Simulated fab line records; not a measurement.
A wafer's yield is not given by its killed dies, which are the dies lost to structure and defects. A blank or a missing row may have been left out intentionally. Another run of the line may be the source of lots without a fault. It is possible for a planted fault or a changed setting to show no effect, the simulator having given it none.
fab line records	flow n5Finfet	part 1 of 2: steps 1 to 4 of 6
record: lots: 24	wafers: 72	lastDay: 18
route steps=1938 shown BEOL_M3@977 BEOL_M4@1024
lots with no fault: from the same line, run without faults
startH: start of the lot's first displayed wafer, in hours after the record's first day	waitH: hours since the lot's step before	" repeats the value in the row above	L1.1+2: a row that stands for several wafers	- either no value or no given start	* or withheld: withheld	< > ~ a bound
route shown NAME@n: names a module that has steps shown in the file, with the first one's number in the route	usual: average and standard deviation across the fault-free wafers	same: alike in all rows	chamber/n: place in a boat	sites: the reading at each site	_std_site: standard deviation of those values	_edge_site: mean of outer sites minus mean of inner sites	radiusMm: for every site, how far away it sits from the centre of the wafer	mask NAME#n: copy n	behind: the tool/chamber that last shaped the wafer	hold: reason for holding the lot/hours on hold/outcome of the hold	device: the n, p or np transistor that did not switch	end of line: tests of these same wafers at the route's end	a step given without rows: its recipe and nothing more	killed: dies that structure and defects cost at the first sort, which is not the same as the wafer's yield	map: shows each die of a wafer: x if killed, . if not, _ if none is there
set.NAME: the setting the step ran with; set.NAME@STEP: the setting that earlier step ran with	model.NAME: the simulator's own value behind a step, which no gauge read
steps of the route over a sample of lots; a table a step, a row a wafer
services: from which hour (startH, from the record's first day; less than 0 if before it) a tool's chamber was out of use, for how many hours, and why
== steps ==
step: N5_BEOL_M3_VIA_ETCH_34
recipe: chemistry: C4F6/O2	targetDepthA: 694	maskMaterial: SOC	pressureMtorr: 15	ionEnergyEv: 250	taperDeg: 4	timeS: 65.9	sourceW: 350	biasW: 170	Ar_flow_sccm: 300	C4F6_flow_sccm: 10	O2_flow_sccm: 10
usual: drypumpMotorCurrentA: 5.7/0.38	oesProductAu: 0.76/0.084	rfVppV: 669/8.1	showerheadPlenumPTorr: 2.86/0.089	throttleValvePct: 30.74/0.24
lot.wafer	tool	chamber	startH	waitH	drypumpMotorCurrentA	oesProductAu	rfHoursCounterH	rfVppV	showerheadPlenumPTorr	throttleValvePct
L074.2	rieDiel-04	0	147.25	0.0	5.6	0.85	50	668	2.78	30.82
L074.3	"	2	"	"	6.5	0.65	296	662	2.77	31.20
L074.6	"	1	"	"	5.9	0.69	-	679	2.93	30.88
L075.1	rieDiel-06	3	147.97	0.0	5.2	0.76	153	676	2.96	30.42
L075.2	"	2	"	"	6.0	0.72	191	680	2.94	30.81
L075.3	"	1	"	"	5.8	0.74	142	660	2.73	30.85
L076.1	rieDiel-04	0	159.83	0.0	5.6	0.84	53	669	2.77	30.83
L076.3	"	1	"	"	5.9	0.68	228	677	2.93	30.88
L076.4	"	3	"	"	5.1	0.78	-	656	2.86	31.12
L077.2	rieDiel-06	2	159.87	0.0	5.9	0.72	194	680	2.94	30.78
L077.3	"	3	"	"	5.2	0.75	156	677	2.96	30.41
L077.4	"	1	"	"	5.8	0.73	145	659	2.73	30.83
L078.1	rieDiel-06	0	172.82	0.0	5.7	0.70	238	674	2.91	30.56
L078.2	"	2	"	"	6.0	0.72	198	679	2.94	30.80
L078.5	"	0	"	"	5.7	0.70	-	673	2.92	30.55
L080.1	rieDiel-06	0	177.64	0.0	5.7	0.70	240	673	2.91	30.56
L080.3	"	3	"	"	5.2	0.76	161	675	2.95	30.42
L080.5	"	0	"	"	5.7	0.70	-	673	2.91	30.56
L079.2	rieDiel-04	0	178.05	0.0	5.6	0.84	59	669	2.77	30.82
L079.4	"	2	"	"	6.6	1.00	-	657	2.77	30.92
L079.5	"	3	"	"	5.1	0.77	-	657	2.85	31.14
L081.2	rieDiel-06	3	181.80	0.0	5.2	0.75	163	676	2.95	30.41
L081.3	"	0	"	"	5.8	0.70	241	672	2.91	30.57
L081.6	"	0	"	"	5.7	0.70	-	672	2.91	30.53
L082.3	rieDiel-05	0	190.42	0.0	6.0	0.71	196	671	2.93	31.16
L082.4	"	1	"	"	5.5	0.70	188	670	2.71	30.82
L082.5	"	1	"	"	5.5	0.70	-	669	2.71	30.83
L083.3	rieDiel-06	0	198.83	0.0	5.7	0.70	247	672	2.91	30.57
L083.5	"	2	"	"	5.9	0.71	-	680	2.93	30.81
L083.6	"	1	"	"	5.8	0.73	-	660	2.72	30.88
L084.2	rieDiel-06	1	214.36	0.0	5.8	0.72	160	659	2.72	30.87
L084.5	"	2	"	"	5.9	0.70	-	678	2.93	30.80
L084.6	"	3	"	"	5.2	0.74	-	675	2.95	30.42
L086.1	rieDiel-05	0	215.10	0.0	6.0	0.70	204	669	2.93	31.16
L086.3	"	1	"	"	5.5	0.71	196	671	2.71	30.84
L086.5	"	3	"	"	5.6	0.82	-	661	2.74	30.39
L085.3	rieDiel-06	1	220.43	0.0	5.7	0.72	162	659	2.72	30.87
L085.4	"	3	"	"	5.2	0.74	-	677	2.95	30.44
L085.6	"	1	"	"	5.7	0.72	-	659	2.72	30.86
L087.2	rieDiel-04	0	225.27	0.0	5.6	0.82	73	670	2.77	30.84
L087.4	"	1	"	"	5.9	0.67	245	678	2.92	30.92
L087.5	"	3	"	"	5.1	0.76	-	657	2.85	31.14
L088.1	rieDiel-06	3	228.04	0.0	5.2	0.74	180	676	2.95	30.44
L088.2	"	2	"	"	5.9	0.70	219	678	2.93	30.84
L088.4	"	1	"	"	5.8	0.73	166	658	2.72	30.86
L089.1	rieDiel-05	2	237.88	0.0	5.1	0.85	67	662	2.88	30.64
L089.5	"	0	"	"	6.0	0.71	-	668	2.92	31.17
L089.6	"	1	"	"	5.5	0.70	-	670	2.70	30.83
L090.3	rieDiel-06	0	243.46	0.0	5.7	0.97	5	672	2.91	30.38
L090.5	"	2	"	"	6.0	0.69	-	680	2.93	30.82
L090.6	"	3	"	"	5.2	0.74	-	674	2.94	30.44
L091.1	rieDiel-04	1	243.55	0.0	5.9	0.67	250	677	2.92	30.89
L091.4	"	2	"	"	6.5	0.92	20	658	2.76	30.95
L091.5	"	2	"	"	6.5	0.93	-	658	2.76	30.94
L093.2	rieDiel-06	3	264.34	0.0	5.2	0.74	190	676	2.94	30.44
L093.3	"	0	"	"	5.7	0.96	11	672	2.90	30.38
L093.4	"	2	"	"	5.9	0.69	229	679	2.92	30.82
L092.4	rieDiel-04	0	268.68	0.0	5.6	0.80	90	669	2.76	30.87
L092.5	"	2	"	"	6.5	0.89	-	657	2.76	30.95
L092.6	"	1	"	"	5.9	0.96	-	676	2.92	30.51
L094.1	rieDiel-05	2	270.02	0.0	5.1	0.83	73	662	2.87	30.64
L094.4	"	0	"	"	6.0	0.69	222	670	2.92	31.17
L094.5	"	1	"	"	5.5	0.69	-	670	2.70	30.84
L095.2	rieDiel-06	1	287.06	0.0	5.8	0.71	182	659	2.71	30.89
L095.4	"	2	"	"	5.9	0.69	235	680	2.92	30.83
L095.6	"	0	"	"	5.7	0.93	-	671	2.90	30.40
L096.1	rieDiel-06	2	297.45	0.0	5.9	0.69	239	679	2.92	30.84
L096.5	"	0	"	"	5.7	0.92	-	672	2.90	30.39
L096.6	"	3	"	"	5.2	0.72	-	675	2.94	30.46
L097.1	rieDiel-06	1	298.46	0.0	5.8	0.71	187	659	2.71	30.88
L097.3	"	3	"	"	5.2	0.73	201	676	2.94	30.46
L097.5	"	3	"	"	5.2	0.72	-	675	2.94	30.46
step: N5_BEOL_M4_HM_DEP_02
recipe: material: TiN	targetThkA: 200	tempC: 25	chamberPressurePa: 0.49996
usual: throttleValvePct: 30.8/0.8
lot.wafer	tool	chamber	startH	waitH	throttleValvePct
L074.2	pvdSputter-03	-	152.18	0.6	30.9
L074.3	"	-	"	"	30.4
L074.6	"	-	"	"	29.2
L075.1	pvdSputter-02	-	152.56	0.1	31.3
L075.2	"	-	"	"	32.2
L075.3	"	-	"	"	31.0
L076.1	pvdSputter-02	-	166.70	2.2	32.2
L076.3	"	-	"	"	30.1
L076.4	"	-	"	"	32.3
L077.2	pvdSputter-01	-	166.96	1.8	31.3
L077.3	"	-	"	"	31.9
L077.4	"	-	"	"	30.7
L078.1	pvdSputter-01	-	179.08	0.0	30.5
L078.2	"	-	"	"	30.5
L078.5	"	-	"	"	30.5
L080.1	pvdSputter-01	-	182.75	0.6	31.3
L080.3	"	-	"	"	30.4
L080.5	"	-	"	"	31.2
L079.2	pvdSputter-03	-	186.55	3.1	31.3
L079.4	"	-	"	"	30.5
L079.5	"	-	"	"	31.2
L081.2	pvdSputter-01	-	189.32	0.2	32.1
L081.3	"	-	"	"	30.6
L081.6	"	-	"	"	30.8
L082.3	pvdSputter-01	-	195.04	0.0	31.3
L082.4	"	-	"	"	30.8
L082.5	"	-	"	"	31.7
L083.3	pvdSputter-03	-	203.79	0.6	29.5
L083.5	"	-	"	"	30.9
L083.6	"	-	"	"	29.4
L084.2	pvdSputter-02	-	219.29	0.3	30.3
L084.5	"	-	"	"	31.2
L084.6	"	-	"	"	30.3
L086.1	pvdSputter-03	-	220.15	0.7	31.1
L086.3	"	-	"	"	29.2
L086.5	"	-	"	"	29.4
L085.3	pvdSputter-02	-	225.61	0.5	31.9
L085.4	"	-	"	"	30.1
L085.6	"	-	"	"	30.6
L087.2	pvdSputter-01	-	231.54	1.7	32.0
L087.4	"	-	"	"	30.4
L087.5	"	-	"	"	31.2
L088.1	pvdSputter-02	-	233.19	0.9	31.1
L088.2	"	-	"	"	31.1
L088.4	"	-	"	"	32.3
L089.1	pvdSputter-02	-	244.46	0.3	31.0
L089.5	"	-	"	"	31.1
L089.6	"	-	"	"	30.0
L090.3	pvdSputter-03	-	248.28	0.3	31.3
L090.5	"	-	"	"	30.0
L090.6	"	-	"	"	29.5
L091.1	pvdSputter-03	-	248.38	0.2	30.1
L091.4	"	-	"	"	30.5
L091.5	"	-	"	"	29.6
L093.2	pvdSputter-02	-	269.03	0.6	31.5
L093.3	"	-	"	"	32.4
L093.4	"	-	"	"	31.1
L092.4	pvdSputter-03	-	275.19	1.4	30.6
L092.5	"	-	"	"	30.1
L092.6	"	-	"	"	30.8
L094.1	pvdSputter-02	-	276.19	0.3	32.2
L094.4	"	-	"	"	31.1
L094.5	"	-	"	"	30.2
L095.2	pvdSputter-03	-	292.66	1.1	30.7
L095.4	"	-	"	"	30.2
L095.6	"	-	"	"	30.2
L096.1	pvdSputter-03	-	304.43	2.2	31.1
L096.5	"	-	"	"	30.4
L096.6	"	-	"	"	30.0
L097.1	pvdSputter-02	-	305.44	2.4	31.3
L097.3	"	-	"	"	32.1
L097.5	"	-	"	"	29.9
step: N5_BEOL_M4_CD_MEAS_11
recipe: targetCdNm: 16.79	landingEnergyEv: 500	detector: seInlens	polarity: opening
usual: cdNm: 16.77/0.21
same: landingEnergyEv: 500
lot.wafer	tool	chamber	startH	waitH	cdNm
L074.2	cdSem-01	0	152.70	-	16.91
L074.3	"	0	"	"	17.07
L074.6	"	0	"	"	16.59
L075.1	cdSem-02	0	152.96	-	17.01
L075.2	"	0	"	"	16.61
L075.3	"	0	"	"	16.63
L076.1	cdSem-03	0	167.22	-	16.78
L076.3	"	0	"	"	16.93
L076.4	"	0	"	"	16.87
L077.2	cdSem-02	0	167.36	-	17.02
L077.3	"	0	"	"	17.05
L077.4	"	0	"	"	16.57
L078.1	cdSem-03	0	179.47	-	16.83
L078.2	"	0	"	"	16.73
L078.5	"	0	"	"	16.65
L080.1	cdSem-02	0	183.15	-	16.62
L080.3	"	0	"	"	16.91
L080.5	"	0	"	"	16.87
L079.2	cdSem-03	0	186.94	-	17.03
L079.4	"	0	"	"	16.99
L079.5	"	0	"	"	16.78
L081.2	cdSem-01	0	189.71	-	16.99
L081.3	"	0	"	"	16.94
L081.6	"	0	"	"	16.73
L082.3	cdSem-01	0	195.45	-	16.43
L082.4	"	0	"	"	16.38
L082.5	"	0	"	"	17.15
L083.3	cdSem-03	0	204.19	-	16.95
L083.5	"	0	"	"	16.70
L083.6	"	0	"	"	16.87
L084.2	cdSem-03	0	219.69	-	16.48
L084.5	"	0	"	"	16.79
L084.6	"	0	"	"	16.37
L086.1	cdSem-03	0	220.54	-	16.61
L086.3	"	0	"	"	17.04
L086.5	"	0	"	"	16.90
L085.3	cdSem-01	0	226.14	-	16.88
L085.4	"	0	"	"	17.02
L085.6	"	0	"	"	16.92
L087.2	cdSem-03	0	231.94	-	16.66
L087.4	"	0	"	"	16.65
L087.5	"	0	"	"	16.56
L088.1	cdSem-03	0	233.58	-	16.84
L088.2	"	0	"	"	16.64
L088.4	"	0	"	"	16.82
L089.1	cdSem-01	0	244.85	-	16.52
L089.5	"	0	"	"	16.86
L089.6	"	0	"	"	16.57
L090.3	cdSem-03	0	248.85	-	16.72
L090.5	"	0	"	"	16.74
L090.6	"	0	"	"	16.96
L091.1	cdSem-02	0	249.01	-	16.95
L091.4	"	0	"	"	17.13
L091.5	"	0	"	"	16.89
L093.2	cdSem-03	0	269.55	-	16.81
L093.3	"	0	"	"	17.06
L093.4	"	0	"	"	16.94
L092.4	cdSem-03	0	275.59	-	16.51
L092.5	"	0	"	"	17.04
L092.6	"	0	"	"	16.53
L094.1	cdSem-03	0	276.70	-	16.58
L094.4	"	0	"	"	16.72
L094.5	"	0	"	"	16.50
L095.2	cdSem-02	0	293.18	-	16.74
L095.4	"	0	"	"	16.51
L095.6	"	0	"	"	16.74
L096.1	cdSem-03	0	304.84	-	16.76
L096.5	"	0	"	"	16.95
L096.6	"	0	"	"	16.86
L097.1	cdSem-02	0	305.83	-	16.67
L097.3	"	0	"	"	16.71
L097.5	"	0	"	"	16.84
step: N5_BEOL_M4_ETCH_74
recipe: chemistry: N2/H2	target: underlayer	targetDepthA: 65	maskMaterial: CAR-EUV	timeS: 5.2	ionEnergyEv: 200	pressureMtorr: 30	sourceW: 840	biasW: 150	n2FlowSccm: 200	h2FlowSccm: 200	ends: cleared
usual: drypumpMotorCurrentA: 5.8/0.44	etchRfOnTimeS: 5.17/0.063	h2FlowSccm: 200.0/0.63	oesProductAu: 0.69/0.077	rfVppV: 524.0/2.5	showerheadPlenumPTorr: 2.55/0.083	throttleValvePct: 17.71/0.22
lot.wafer	tool	chamber	startH	waitH	drypumpMotorCurrentA	etchRfOnTimeS	h2FlowSccm	oesProductAu	rfHoursCounterH	rfVppV	showerheadPlenumPTorr	throttleValvePct
L074.2	rieDiel-02	3	152.92	0.0	5.9	5.24	200.4	0.70	86	525.3	2.57	17.81
L074.3	"	1	"	"	4.8	5.20	199.2	0.59	221	522.2	2.41	17.86
L074.6	"	1	"	"	4.8	5.18	199.5	0.60	-	522.7	2.42	17.90
L075.1	rieDiel-01	3	153.11	0.0	6.2	5.17	199.9	0.75	39	527.9	2.69	17.53
L075.2	"	2	"	"	5.6	5.21	200.1	0.65	166	524.5	2.54	17.59
L075.3	"	1	"	"	5.9	5.14	199.9	0.76	24	520.9	2.49	17.68
L076.1	rieDiel-02	0	167.90	0.0	5.5	5.07	199.8	0.69	103	525.5	2.56	17.54
L076.3	"	1	"	"	4.8	5.07	200.7	0.60	226	519.4	2.41	17.88
L076.4	"	2	"	"	5.6	5.10	199.4	0.82	11	527.4	2.60	17.94
L077.2	rieDiel-02	3	168.13	0.0	5.9	5.32	200.2	0.68	90	523.7	2.57	17.80
L077.3	"	0	"	"	5.5	5.16	200.5	0.68	103	523.4	2.56	17.49
L077.4	"	2	"	"	5.6	5.19	201.5	0.83	11	524.7	2.60	17.89
L078.1	rieDiel-02	1	179.63	0.0	4.8	5.19	200.7	0.58	230	521.3	2.41	17.88
L078.2	"	2	"	"	5.6	5.21	201.0	0.80	14	523.5	2.60	17.92
L078.5	"	1	"	"	4.8	5.15	200.4	0.59	-	518.4	2.41	17.89
L080.1	rieDiel-02	1	183.46	0.0	4.8	5.20	199.2	0.58	231	520.5	2.41	17.91
L080.3	"	2	"	"	5.7	5.13	199.9	0.81	16	523.0	2.60	17.93
L080.5	"	1	"	"	4.8	5.16	198.9	0.60	-	519.7	2.41	17.89
L079.2	rieDiel-01	2	187.26	0.0	5.6	5.15	199.5	0.65	181	525.7	2.53	17.62
L079.4	"	3	"	"	6.2	5.16	199.6	0.73	53	525.3	2.69	17.52
L079.5	"	0	"	"	6.2	5.07	200.8	0.82	-	526.6	2.61	17.29
L081.2	rieDiel-03	1	189.87	0.0	5.8	5.19	199.3	0.61	208	526.3	2.63	17.82
L081.3	"	2	"	"	6.4	5.20	199.0	0.61	200	522.0	2.42	17.80
L081.6	"	2	"	"	6.4	5.19	199.5	0.61	-	520.4	2.42	17.77
L082.3	rieDiel-03	3	195.60	0.0	6.3	5.22	199.0	0.59	250	522.1	2.51	18.28
L082.4	"	2	"	"	6.4	5.18	200.6	0.60	-	521.2	2.42	17.76
L082.5	"	3	"	"	6.3	5.20	199.1	0.59	-	523.3	2.51	18.27
L083.3	rieDiel-03	2	204.35	0.0	6.4	5.14	200.1	0.60	207	519.6	2.41	17.81
L083.5	"	2	"	"	6.4	5.20	199.7	0.61	-	521.0	2.41	17.78
L083.6	"	1	"	"	5.8	5.13	199.4	0.61	-	525.0	2.63	17.85
L084.2	rieDiel-01	2	219.85	0.0	5.6	5.17	200.4	0.64	194	524.0	2.52	17.63
L084.5	"	1	"	"	5.9	5.09	200.2	0.73	-	520.1	2.48	17.70
L084.6	"	0	"	"	6.2	5.15	199.8	0.78	-	525.7	2.60	17.31
L086.1	rieDiel-01	3	220.71	0.0	6.2	5.10	199.1	0.70	66	527.8	2.68	17.55
L086.3	"	1	"	"	5.9	5.08	199.7	0.73	49	518.6	2.48	17.70
L086.5	"	2	"	"	5.6	5.19	200.8	0.63	-	525.2	2.52	17.64
L085.3	rieDiel-03	0	226.29	0.0	6.3	5.21	200.5	0.79	12	520.3	2.49	17.34
L085.4	"	0	"	"	6.3	5.25	200.0	0.79	-	523.5	2.49	17.32
L085.6	"	1	"	"	5.8	5.15	200.4	0.61	-	528.3	2.62	17.85
L087.2	rieDiel-01	3	232.21	0.0	6.2	5.10	199.1	0.72	69	527.0	2.68	17.57
L087.4	"	1	"	"	5.9	5.10	198.7	0.72	53	518.6	2.48	17.72
L087.5	"	0	"	"	6.2	5.07	200.7	0.78	-	525.8	2.60	17.31
L088.1	rieDiel-02	1	233.74	0.0	4.8	5.14	200.1	0.57	249	518.9	2.40	17.92
L088.2	"	0	"	"	5.5	5.09	200.8	0.67	125	524.6	2.55	17.57
L088.4	"	2	"	"	5.6	5.19	200.2	0.77	32	525.2	2.59	17.94
L089.1	rieDiel-03	0	245.01	0.0	6.3	5.20	200.7	0.76	20	521.0	2.49	17.34
L089.5	"	1	"	"	5.8	5.19	199.6	0.59	-	526.1	2.62	17.87
L089.6	"	0	"	"	6.3	5.24	200.1	0.77	-	523.1	2.49	17.33
L090.3	rieDiel-01	1	249.00	0.0	5.9	5.12	198.9	0.73	59	521.9	2.47	17.73
L090.5	"	2	"	"	5.6	5.20	199.1	0.64	-	523.1	2.52	17.67
L090.6	"	3	"	"	6.2	5.16	199.6	0.71	-	525.9	2.68	17.59
L091.1	rieDiel-02	3	249.17	0.0	5.9	5.25	199.4	0.66	118	523.8	2.55	17.87
L091.4	"	2	"	"	5.6	5.22	199.6	0.77	-	524.2	2.59	17.97
L091.5	"	0	"	"	5.5	5.19	198.7	0.66	-	523.4	2.55	17.54
L093.2	rieDiel-02	0	269.71	0.0	5.5	5.11	200.1	0.67	140	524.4	2.54	17.58
L093.3	"	3	"	"	5.9	5.19	199.9	0.66	127	523.5	2.55	17.84
L093.4	"	2	"	"	5.7	5.19	200.1	0.75	48	525.3	2.58	17.99
L092.4	rieDiel-03	1	275.74	0.0	5.8	5.14	199.8	0.59	242	525.0	2.62	17.91
L092.5	"	2	"	"	6.4	5.24	200.9	0.59	-	518.5	2.40	17.84
L092.6	"	1	"	"	5.8	5.20	200.0	0.58	-	525.1	2.62	17.89
L094.1	rieDiel-01	0	276.86	0.0	6.2	5.09	200.8	0.75	40	525.4	2.59	17.34
L094.4	"	2	"	"	5.6	5.20	200.1	0.62	214	522.3	2.52	17.67
L094.5	"	3	"	"	6.2	5.19	199.4	0.70	-	528.2	2.68	17.61
L095.2	rieDiel-02	0	293.34	0.0	5.5	5.17	199.4	0.64	147	525.1	2.54	17.59
L095.4	"	2	"	"	5.6	5.22	200.5	0.73	54	527.4	2.58	17.99
L095.6	"	0	"	"	5.4	5.21	198.7	0.64	-	524.3	2.54	17.58
L096.1	rieDiel-02	2	305.71	0.0	5.6	5.22	200.0	0.72	59	524.5	2.58	18.00
L096.5	"	3	"	"	5.9	5.27	199.1	0.64	-	524.2	2.54	17.88
L096.6	"	0	"	"	5.5	5.16	199.2	0.64	-	523.8	2.54	17.62
L097.1	rieDiel-02	3	306.31	0.0	5.8	5.33	199.5	0.64	139	524.8	2.54	17.88
L097.3	"	2	"	"	5.7	5.31	200.7	0.72	59	524.8	2.58	18.00
L097.5	"	1	"	"	4.8	5.26	199.6	0.81	-	527.1	2.72	17.53
